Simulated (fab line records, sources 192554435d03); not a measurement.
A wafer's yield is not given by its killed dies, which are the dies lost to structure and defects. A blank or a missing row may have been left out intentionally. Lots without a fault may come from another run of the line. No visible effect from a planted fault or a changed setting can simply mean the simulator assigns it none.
Chamber matching    flow n5_finfet    N5_GATE_CUT_ETCH_19 on rie_diel-03: 4 sister chambers
The step etches SiNx in CH3F/O2, target depth 53.7 nm, time 76.7 s. 8 wafers are shown with their chamber, then 10 later ones without.

WAFERS PAIRED WITH THEIR CHAMBERS
wafer   chamber  drypump_motor_current_A (A)  showerhead_plenum_p_Torr (Torr)
L078.4  0        5.6                          1.97
L082.1  2        6.6                          2.08
L083.1  3        5.4                          1.97
L086.1  3        5.5                          1.97
L086.3  0        5.6                          1.97
L086.4  1        4.9                          2.11
L088.3  1        4.9                          2.11
L088.5  2        6.6                          2.07

WAFERS WITHOUT THEIR CHAMBER
wafer   drypump_motor_current_A (A)  showerhead_plenum_p_Torr (Torr)
L088.6  4.9                          2.11
L089.4  5.6                          1.96
L089.5  4.9                          2.11
L089.6  6.6                          2.07
L093.2  4.9                          2.10
L093.4  6.6                          2.07
L093.6  4.9                          2.10
L094.1  6.6                          2.07
L094.2  5.5                          1.97
L094.6  6.6                          2.07

WHICH CHAMBER EACH ONE RAN IN
wafer   from the rows above      in truth
L088.6  1                        1
L089.4  0                        0
L089.5  1                        1
L089.6  2                        2
L093.2  1                        1
L093.4  2                        2
L093.6  1                        1
L094.1  2                        2
L094.2  can't be placed: 3 or 0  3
L094.6  2                        2
Correctly placed: 9 of 10. These rows do not allow placing 1 (true chamber among the candidates in 1). Wrongly placed: 0.
How it was worked out, from the rows above alone: a wafer's distance from a chamber is the root of the sum, over the readings, of the square of ((its reading less the chamber's mean) divided by the reading's scatter). The wafer belongs to the nearest chamber; if the next one is less than 2 further off, it can't be placed. A chamber's mean is the mean of its shown wafers. The scatter: take each reading less its chamber's mean, square it, sum over the shown wafers, divide by the number of wafers less the number of chambers, and take the root.
